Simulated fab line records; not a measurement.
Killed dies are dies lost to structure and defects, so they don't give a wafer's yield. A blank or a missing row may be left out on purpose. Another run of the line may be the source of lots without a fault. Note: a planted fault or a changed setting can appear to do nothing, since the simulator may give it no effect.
Matching of chambers    flow nand harc    3 sister chambers for NHARC_A_STAIRCASE_DEP_156 on pecvd-01
The step deposits SiNx, target thk 50 nm. 3 wafers are shown with their chamber, then 11 later ones without.

== WAFERS, EACH WITH ITS CHAMBER ==
wafer   chamber  heater power w (W)
L082.6  0        753
L084.5  1        734
L086.3  2        512

== WAFERS WITH NO CHAMBER GIVEN ==
wafer   heater power w (W)
L086.4  785
L086.6  637
L087.1  674
L087.3  667
L087.4  543
L090.1  559
L090.3  753
L090.4  555
L097.1  743
L097.3  486
L097.6  481

== WHICH CHAMBER EACH ONE RAN IN ==
wafer   from the rows above           in truth
L086.4  can't be placed: 0 or 1       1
L086.6  can't be placed: 1 or 0 or 2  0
L087.1  can't be placed: 1 or 0       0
L087.3  can't be placed: 1 or 0 or 2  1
L087.4  2                             2
L090.1  2                             2
L090.3  can't be placed: 0 or 1       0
L090.4  2                             2
L097.1  can't be placed: 1 or 0       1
L097.3  2                             2
L097.6  2                             2
5 of 11 placed correctly. Can't be placed from these rows: 6 (the true chamber is among the candidates in 6). Placed wrongly: 0.
How it was worked out, from the rows above alone: a wafer's distance from a chamber is the root of the sum, over the readings, of the square of ((its reading less the chamber's mean) divided by the reading's scatter). If the next closest chamber is less than 2 further off than the closest, the wafer can't be placed; otherwise it belongs to the closest. A chamber's mean is the mean of its shown wafers. The scatter: root of mean squared gap, hidden wafer to nearest shown wafer, with one shown wafer a chamber.
